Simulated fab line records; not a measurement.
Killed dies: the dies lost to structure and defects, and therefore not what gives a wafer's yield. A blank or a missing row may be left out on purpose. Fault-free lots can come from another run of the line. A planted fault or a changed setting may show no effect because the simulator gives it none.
fab line records	flow nand_harc
record: lots: 7	wafers: 21	last_day: 24
route steps=1159 shown A_CHANNEL_FILL_D1@500 END@1159
lots that met no fault: taken from a fault-free run of the same line
start_h: the number of hours between the record's first day and the start of the first shown wafer of the lot	wait_h: time in hours since the lot's previous step	" identical to the entry in the row above	L1.1+2: a single row standing in for several wafers	- no value, or no start given	* or withheld: withheld	< > ~ a bound
route shown NAME@n: a module of which the file shows steps, and the number in the route of the first	usual: average and standard deviation across the fault-free wafers	same: alike in all rows	chamber/n: place in a boat	sites: each site's reading	_std_site: how widely they spread, as a standard deviation	_edge_site: outer sites' mean less inner sites'	radius_mm: how far each site lies from the wafer's centre	mask NAME#n: copy n	behind: the tool/chamber that last shaped the wafer	hold: the reason the lot was held/the length of the hold in hours/how it ended	device: names the non-switching transistor (n, p or np)	end of line: the tests these same wafers got at the end of their route	a step without rows: its recipe alone	killed: dies that structure and defects cost at the first sort, which is not the same as the wafer's yield	map: dies across one wafer; x = killed, . = not, _ = none there
set.NAME: the setting the step ran with; set.NAME@STEP: the setting that earlier step ran with	model.NAME: the simulator's own value behind a step, which no gauge read
certain route steps with their lots: each step a table, each wafer a row
services: when a tool's chamber went out of use (start_h, in hours from the record's first day, below 0 if earlier), for how many hours, and the reason
== steps ==
step: NHARC_A_CHANNEL_FILL_D1_ETCHBACK_20
recipe: target_depth_a: 270	time_s: 13.5	c4f8_flow_sccm: withheld	o2_flow_sccm: 8	ar_flow_sccm: withheld	rf_w: 600	bias_w: 1500	chemistry: C4F8/O2/Ar
usual: oes_product_au: 0.96/0.037	rf_vpp_V: 979/6.1
same: time_s: 13.5
lot.wafer	tool	chamber	start_h	wait_h	oes_product_au	rf_hours_counter_h	rf_vpp_V
L115.2	rie_diel-11	1	205.11	-	1.00	1	983
L115.1	"	2	"	"	1.00	1	986
L115.5	"	0	"	"	1.00	-	967
L124.1	rie_diel-04	1	264.49	-	1.00	5	970
L124.5	"	0	"	"	1.01	-	983
L124.6	"	1	"	"	1.00	-	969
L123.2	rie_diel-10	0	264.50	-	0.96	2	981
L123.4	"	1	"	"	0.99	2	987
L123.6	"	2	"	"	0.99	-	978
L125.1	rie_diel-10	3	289.59	-	0.99	2	984
L125.4	"	0	"	"	0.97	2	980
L125.6	"	0	"	"	0.97	-	980
L130.2	rie_diel-11	1	305.87	-	0.92	21	985
L130.4	"	2	"	"	0.92	19	985
L130.6	"	2	"	"	0.92	-	986
L135.2	rie_diel-11	3	331.38	-	0.92	20	976
L135.1	"	1	"	"	0.93	24	983
L135.4	"	2	"	"	0.92	21	985
L137.1	rie_diel-11	3	354.53	-	0.91	23	974
L137.2	"	1	"	"	0.92	26	983
L137.6	"	1	"	"	0.93	-	982
step: NHARC_A_CHANNEL_FILL_D1_STRIP_28
recipe: time_s: 20	o2_flow_sccm: 500	ar_flow_sccm: 0	bias_w: 0	chemistry: O2
usual: drypump_motor_current_A: 5.5/0.41	oes_product_au: 0.995/0.011	rf_vpp_V: 57.8/0.98	showerhead_plenum_p_Torr: 3.56/0.15	throttle_valve_pct: 17.036/0.0093
same: time_s: 20
lot.wafer	tool	chamber	start_h	wait_h	drypump_motor_current_A	oes_product_au	rf_hours_counter_h	rf_vpp_V	showerhead_plenum_p_Torr	throttle_valve_pct
L115.2	rie_diel-11	0	205.19	0.1	5.6	0.992	1	58.0	3.29	17.036
L115.1	"	1	"	"	5.0	0.996	1	57.5	3.65	17.021
L115.5	"	3	"	"	5.7	0.994	-	58.5	3.46	17.033
L124.1	rie_diel-04	0	264.57	0.1	5.1	1.007	5	57.3	3.65	17.049
L124.5	"	3	"	"	5.3	1.004	-	57.8	3.51	17.024
L124.6	"	0	"	"	5.1	1.010	-	57.0	3.65	17.037
L123.2	rie_diel-10	1	264.58	0.1	4.9	1.003	2	59.2	3.75	17.039
L123.4	"	3	"	"	5.4	0.989	2	59.3	3.68	17.017
L123.6	"	1	"	"	4.9	0.997	-	59.4	3.75	17.046
L125.4	rie_diel-10	0	289.68	0.1	5.2	0.967	3	58.1	3.58	17.034
L125.1	"	1	"	"	4.9	0.987	3	58.6	3.75	17.031
L125.6	"	0	"	"	5.2	0.973	-	57.3	3.57	17.051
L130.2	rie_diel-11	0	305.97	0.1	5.6	1.004	19	57.1	3.28	17.042
L130.4	"	1	"	"	5.0	0.999	21	58.1	3.64	17.027
L130.6	"	0	"	"	5.6	1.003	-	57.2	3.28	17.020
L135.2	rie_diel-11	2	331.47	0.1	5.9	0.990	21	57.9	3.70	17.034
L135.1	"	3	"	"	5.7	0.991	20	56.9	3.45	17.041
L135.4	"	1	"	"	5.1	1.005	24	59.1	3.64	17.056
L137.1	rie_diel-11	1	354.65	0.1	5.0	1.004	26	57.8	3.64	17.031
L137.2	"	3	"	"	5.7	0.997	23	56.9	3.45	17.024
L137.6	"	0	"	"	5.6	1.000	-	57.7	3.28	17.032
step: NHARC_A_CHANNEL_FILL_D1_PRECLEAN_21
recipe: time_s: 30	chemistry: dHF
step: NHARC_A_CHANNEL_FILL_D1_SRD_23
step: NHARC_A_CHANNEL_FILL_D1_CVD_05
recipe: target_thk_a: 50	temp_c: 550	material: poly-Si
step: NHARC_A_CHANNEL_FILL_D1_ANNEAL_22
recipe: temp_c: 620	time_s: 7200
step: NHARC_A_CHANNEL_FILL_D1_THK_MEAS_06
recipe: thk_meas_gauge: ellipsometry
usual: thk_nm: 5.2/0.96
lot.wafer	tool	chamber	start_h	wait_h	thk_nm
L115.1	film_metro-02	-	216.77	0.4	4.9
L115.2	"	-	"	"	5.6
L115.5	"	-	"	"	5.0
L124.1	film_metro-02	-	276.53	0.4	2.5
L124.5	"	-	"	"	4.9
L124.6	"	-	"	"	6.0
L123.2	film_metro-01	-	276.53	0.4	5.1
L123.4	"	-	"	"	3.2
L123.6	"	-	"	"	6.3
L125.1	film_metro-02	-	301.31	0.4	5.1
L125.4	"	-	"	"	5.5
L125.6	"	-	"	"	7.1
L130.2	film_metro-02	-	318.47	0.4	4.3
L130.4	"	-	"	"	5.8
L130.6	"	-	"	"	4.8
L135.1	film_metro-01	-	344.03	0.4	5.5
L135.2	"	-	"	"	5.6
L135.4	"	-	"	"	4.6
L137.1	film_metro-01	-	367.24	0.4	3.7
L137.2	"	-	"	"	4.0
L137.6	"	-	"	"	5.7
step: NHARC_A_CHANNEL_FILL_D1_ALD_25
recipe: target_thk_a: 600	pulse_time_s: 10	ald_cycles: 600	temp_c: 300	material: SiOx
usual: heater_power_w: 490/59	precursor_pulse_height_rel: 1.000/0.019
lot.wafer	tool	chamber	start_h	wait_h	heater_power_w	precursor_pulse_height_rel	since_wet_clean_h
L115.1	ald_hk-01	0	216.83	0.1	436	0.991	158
L115.2	"	1	"	"	565	1.024	159
L115.5	"	0	219.30	2.5	427	1.000	-
L124.1	ald_hk-04	3	277.12	0.6	511	1.001	82
L124.6	"	3	279.61	3.1	530	1.024	-
L124.5	"	0	"	"	484	0.965	-
L123.2	ald_hk-02	1	277.91	1.4	395	1.012	165
L123.4	"	0	279.75	3.2	467	1.013	166
L123.6	"	2	280.98	4.4	408	1.027	-
L125.4	ald_hk-01	3	301.99	0.7	611	0.981	62
L125.1	"	1	303.23	1.9	574	0.965	63
L125.6	"	3	304.47	3.2	613	1.026	-
L130.4	ald_hk-04	3	318.53	0.1	528	1.015	124
L130.2	"	1	319.78	1.3	565	0.996	125
L130.6	"	3	321.03	2.5	521	0.993	-
L135.2	ald_hk-04	2	348.90	4.9	504	1.014	154
L135.4	"	0	350.13	6.1	506	1.019	155
L135.1	"	1	"	"	593	0.994	156
L137.2	ald_hk-02	1	368.54	1.3	390	1.010	77
L137.1	"	2	"	"	412	1.017	78
L137.6	"	0	370.41	3.2	465	0.991	-
step: NHARC_A_CHANNEL_FILL_D1_ETCHBACK_08
recipe: target_depth_a: 2200	time_s: 110	c4f8_flow_sccm: 20	ar_flow_sccm: withheld	rf_w: 600	bias_w: 300	chemistry: C4F8
usual: oes_product_au: 0.95/0.039	rf_vpp_V: 441.8/2.7
same: time_s: 110
lot.wafer	tool	chamber	start_h	wait_h	oes_product_au	rf_hours_counter_h	rf_vpp_V
L115.2	rie_diel-04	0	-	-	0.93	3	444.2
L115.1	"	1	"	"	0.93	3	436.4
L115.5	"	3	"	"	0.91	-	440.2
L124.1	rie_diel-10	2	-	-	1.00	2	438.7
L124.5	"	0	"	"	0.97	-	441.4
L124.6	"	1	"	"	0.99	-	444.0
L123.2	rie_diel-04	0	-	-	0.93	6	443.0
L123.4	"	1	"	"	0.92	6	437.5
L123.6	"	3	"	"	0.91	-	440.5
L125.4	rie_diel-10	3	-	-	0.91	3	443.9
L125.1	"	2	"	"	0.92	3	441.9
L125.6	"	0	"	"	0.90	-	440.1
L130.2	rie_diel-04	1	-	-	0.93	1	436.1
L130.4	"	2	"	"	0.94	1	444.6
L130.6	"	0	"	"	0.94	-	444.0
L135.4	rie_diel-04	1	-	-	1.01	2	436.9
L135.2	"	2	"	"	0.99	2	444.7
L135.1	"	0	"	"	1.01	2	443.6
L137.1	rie_diel-10	3	-	-	0.99	0	444.0
L137.2	"	0	"	"	0.99	0	441.5
L137.6	"	0	"	"	1.00	-	440.2
step: NHARC_A_CHANNEL_FILL_D1_STRIP_29
recipe: time_s: 20	o2_flow_sccm: 500	ar_flow_sccm: 0	bias_w: 0	chemistry: O2
usual: drypump_motor_current_A: 5.5/0.45	oes_product_au: 0.997/0.011	rf_vpp_V: 58.1/0.92	showerhead_plenum_p_Torr: 3.58/0.14	throttle_valve_pct: 17.037/0.0097
same: time_s: 20
lot.wafer	tool	chamber	start_h	wait_h	drypump_motor_current_A	oes_product_au	rf_hours_counter_h	rf_vpp_V	showerhead_plenum_p_Torr	throttle_valve_pct
L115.1	rie_diel-04	3	222.57	0.1	5.3	0.988	4	57.3	3.51	17.040
L115.2	"	0	"	"	5.1	0.996	3	58.3	3.66	17.034
L115.5	"	0	"	"	5.1	1.006	-	58.8	3.66	17.022
L124.1	rie_diel-10	3	-	-	5.4	0.975	2	58.5	3.68	17.029
L124.6	"	2	"	"	6.2	0.999	-	56.9	3.50	17.033
L124.5	"	3	"	"	5.4	0.994	-	58.1	3.68	17.016
L123.4	rie_diel-04	1	-	-	6.2	1.005	6	57.5	3.31	17.045
L123.2	"	0	"	"	5.1	1.010	6	59.0	3.65	17.030
L123.6	"	1	"	"	6.2	1.003	-	57.6	3.31	17.050
L125.4	rie_diel-10	2	-	-	6.2	0.999	3	57.8	3.50	17.028
L125.1	"	3	"	"	5.4	0.991	3	57.8	3.68	17.029
L125.6	"	0	"	"	5.2	0.967	-	58.2	3.57	17.045
L130.4	rie_diel-04	1	-	-	6.2	1.009	1	58.6	3.31	17.033
L130.2	"	3	"	"	5.3	1.003	1	57.8	3.51	17.041
L130.6	"	1	"	"	6.2	1.012	-	56.6	3.31	17.040
L135.1	rie_diel-04	3	-	-	5.3	1.001	2	58.4	3.51	17.021
L135.4	"	0	"	"	5.1	1.005	2	58.8	3.65	17.014
L135.2	"	1	"	"	6.2	1.013	2	57.4	3.31	17.020
L137.2	rie_diel-10	3	373.06	0.1	5.4	0.994	0	56.8	3.68	17.036
L137.1	"	0	"	"	5.2	0.993	0	59.9	3.57	17.032
L137.6	"	0	"	"	5.2	0.993	-	57.4	3.57	17.032
step: NHARC_A_CHANNEL_FILL_D1_PRECLEAN_30
recipe: time_s: 30	chemistry: dHF
step: NHARC_A_CHANNEL_FILL_D1_SRD_31
step: NHARC_A_CHANNEL_FILL_D1_CVD_09
recipe: target_thk_a: 1500	temp_c: 620	pressure_mtorr: 200	time_s: 3000	material: poly-Si
usual: pressure_mtorr: 199.9/0.39	run_length_s: 3001.4/0.27	spike_tc_bottom_C: 641.2/1.6	spike_tc_upper_C: 620.5/0.96	time_s: 3000/0	zone_power_top_pct: 18.5/0.87
lot.wafer	tool	chamber	start_h	wait_h	pressure_mtorr	run_length_s	spike_tc_bottom_C	spike_tc_upper_C	time_s	zone_power_top_pct
L115.1	lpcvd_poly-02	0	225.12	2.4	200.2	3001.3	641.5	620.6	3000	17.7
L115.2	"	0	"	"	199.9	3001.3	643.6	621.6	3000	17.9
L115.5	"	0	"	"	200.5	3001.3	642.3	621.0	3000	17.7
L123.2	lpcvd_poly-02	-	285.40	1.7	-	-	-	-	-	-
L123.4	"	-	"	"	-	-	-	-	-	-
L123.6	"	-	"	"	-	-	-	-	-	-
L124.1	lpcvd_poly-02	-	285.40	2.4	-	-	-	-	-	-
L124.5	"	-	"	"	-	-	-	-	-	-
L124.6	"	-	"	"	-	-	-	-	-	-
L125.1	lpcvd_poly-02	-	310.12	2.9	-	-	-	-	-	-
L125.4	"	-	"	"	-	-	-	-	-	-
L125.6	"	-	"	"	-	-	-	-	-	-
L130.2	lpcvd_poly-01	0	326.82	2.4	200.0	3001.9	640.2	620.7	3000	19.6
L130.4	"	0	"	"	200.0	3001.9	639.8	621.6	3000	19.1
L130.6	"	0	"	"	199.9	3001.9	638.9	619.4	3000	19.5
L135.1	lpcvd_poly-02	0	357.17	2.4	199.6	3001.8	641.7	619.6	3000	17.4
L135.2	"	0	"	"	199.9	3001.8	641.2	621.8	3000	17.5
L135.4	"	0	"	"	199.9	3001.8	642.7	620.3	3000	17.5
L137.1	lpcvd_poly-02	0	376.69	3.5	199.7	3001.6	642.6	620.8	3000	17.6
L137.2	"	0	"	"	200.2	3001.6	640.5	619.7	3000	17.7
L137.6	"	0	"	"	200.5	3001.6	640.2	620.4	3000	17.6
step: NHARC_A_CHANNEL_FILL_D1_CMP_10
recipe: target_thk_nm: 150
usual: motor_current_A: 12.2/1.1	slurry_filter_dp_kPa: 13.50/0.15	time_to_endpoint_s: 15.1/2.3
lot.wafer	tool	chamber	start_h	wait_h	motor_current_A	slurry_filter_dp_kPa	time_to_endpoint_s
L115.2	cmp-01	2	228.31	0.4	9.8	13.30	16.8
L115.1	"	1	"	"	12.8	13.56	10.5
L115.5	"	3	"	"	12.0	13.54	17.2
L123.4	cmp-04	3	288.61	0.4	12.4	13.63	7.8
L123.2	"	1	"	"	11.4	13.31	5.2
L123.6	"	3	"	"	12.4	13.35	6.7
L124.1	cmp-03	1	288.61	0.4	12.2	13.50	3.5
L124.5	"	3	"	"	13.3	13.47	4.9
L124.6	"	0	"	"	12.3	13.38	5.2
L125.4	cmp-04	2	313.30	0.4	11.4	13.45	6.7
L125.1	"	0	"	"	11.4	13.52	2.2
L125.6	"	2	"	"	11.4	13.80	5.7
L130.4	cmp-04	0	329.96	0.4	10.8	13.51	14.0
L130.2	"	3	"	"	13.1	13.39	14.7
L130.6	"	0	"	"	10.9	13.42	16.1
L135.1	cmp-03	1	360.36	0.4	12.2	13.29	14.9
L135.4	"	2	"	"	12.8	13.34	14.7
L135.2	"	3	"	"	13.7	13.52	16.1
L137.2	cmp-03	3	379.88	0.4	12.9	13.61	13.3
L137.1	"	1	"	"	12.3	13.73	17.3
L137.6	"	3	"	"	13.1	13.65	14.7
step: NHARC_END_SORT_01
recipe: temp_c: 25
usual: defect_limited_yield: 95.2/1.9	killed_at_array: 29/13	killed_at_other: 0.7/1	killed_at_periphery: 3.2/2.3	killed_dies: 33/13	killed_open: 3.3/1.7	killed_short: 2.0/1.5	sort_bin_2_pct: 1.5/0.8	sort_bin_3_pct: 0.27/0.22	sort_bin_4_pct: 3.0/1.1	sort_n_pass: 644/13	sort_rim_yield_pct: 96.0/2.9	sort_yield_pct: 95.2/1.9
same: gross_dies: 677	sort_bin_5_pct[%]: 0	sort_bin_6_pct[%]: 0	sort_bin_7_pct[%]: 0	sort_bin_8_pct[%]: 0	sort_rim_n_gross: 106.00
lot.wafer	tool	chamber	start_h	wait_h	defect_limited_yield[%]	killed_at_array	killed_at_other	killed_at_periphery	killed_dies	killed_open	killed_short	sort_bin_2_pct[%]	sort_bin_3_pct[%]	sort_bin_4_pct[%]	sort_n_pass	sort_rim_yield_pct[%]	sort_yield_pct[%]
L130.2	prober-01	0	549.04	2.8	96.9	19	1	1	21	2	3	0.9	0.15	2.1	656	99.1	96.9
L130.4	prober-01	0	550.65	3.4	95.7	28	0	1	29	4	1	1.3	0.30	2.7	648	95.3	95.7
L130.6	prober-01	0	552.25	4.0	95.4	29	0	2	31	3	3	1.3	0.15	3.1	646	98.1	95.4
killed by level:class
L130.2 A_CHANNEL_HOLE_D1:chamber_film_flake=14 A_ONON_D1:geometric_particle:open=1 A_ONON_D1:geometric_particle:short=1 A_BLC:geometric_particle:open=1 A_M1:geometric_particle:short=1 P_STI:chamber_film_flake=1 STARTING-WAFER:geometric_particle:short=1 A_WL_FILL:chamber_film_flake=1
L130.4 A_CHANNEL_HOLE_D1:chamber_film_flake=23 P_M0:geometric_particle:open=1 A_ONON_D1:geometric_particle:open=1 A_CONTACT:geometric_particle:short=1 A_BLC:geometric_particle:open=1 A_M1:geometric_particle:open=1 A_CONTACT:chamber_film_flake=1
L130.6 A_CHANNEL_HOLE_D1:chamber_film_flake=22 A_WL_FILL:geometric_particle:short=2 P_M0:geometric_particle:open=1 A_ONON_D1:geometric_particle:short=1 A_SGD_CUT:geometric_particle:open=1 A_WL_FILL:geometric_particle:open=1 P_STI:chamber_film_flake=1 A_STAIRCASE:chamber_film_flake=1
== services ==
tool	chamber	start_h	hours	kind
rie_diel-04	-	186.45	3.6	repair
cmp-03	-	189.27	3.6	repair
rie_diel-11	-	190.06	9.0	pm
cmp-04	-	203.21	4.0	pm
cmp-04	-	210.80	1.1	repair
rie_diel-10	-	219.34	0.7	repair
rie_diel-04	2	219.62	17.1	repair
rie_diel-11	3	226.09	2.5	repair
rie_diel-11	2	226.40	2.0	repair
rie_diel-11	0	229.34	2.6	repair
cmp-03	-	254.02	4.0	pm
rie_diel-04	3	266.83	8.2	repair
rie_diel-10	3	268.01	5.5	repair
rie_diel-11	-	275.80	0.7	repair
rie_diel-04	-	288.90	9.0	pm
cmp-04	-	301.21	4.0	pm
cmp-04	-	306.33	0.4	repair
cmp-04	-	335.23	1.3	repair
cmp-03	-	350.55	5.3	repair
rie_diel-11	2	350.98	16.6	repair
rie_diel-10	-	353.50	9.0	pm
cmp-04	-	361.03	1.7	repair
rie_diel-10	1	363.14	10.1	repair
rie_diel-11	-	367.16	9.0	pm
== key ==
first_sign: step: NHARC_A_CHANNEL_FILL_D1_CVD_09	reading: tool_record	direction: missing
effect: step: NHARC_A_CHANNEL_FILL_D1_CMP_10	reading: time_to_endpoint_s	direction: down	sigmas: 4.3	usual: *	struck: *
met_at NHARC_A_CHANNEL_FILL_D1_CVD_09
struck_wafers L123.2,L123.4,L123.6,L124.1,L124.5,L124.6,L125.1,L125.4,L125.6
scrapped_behind NHARC_A_CHANNEL_FILL_D1_THK_MEAS_11 L123.2,L123.4,L123.6,L124.1,L124.5,L124.6,L125.1,L125.4,L125.6
onset_between 225.12 285.40
fault: kind: skipped_step_whole	tool: lpcvd_poly-02	chamber: -	onset_h: 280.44	steps: NHARC_A_CHANNEL_FILL_D1_CVD_09	scope: struck_lots_only
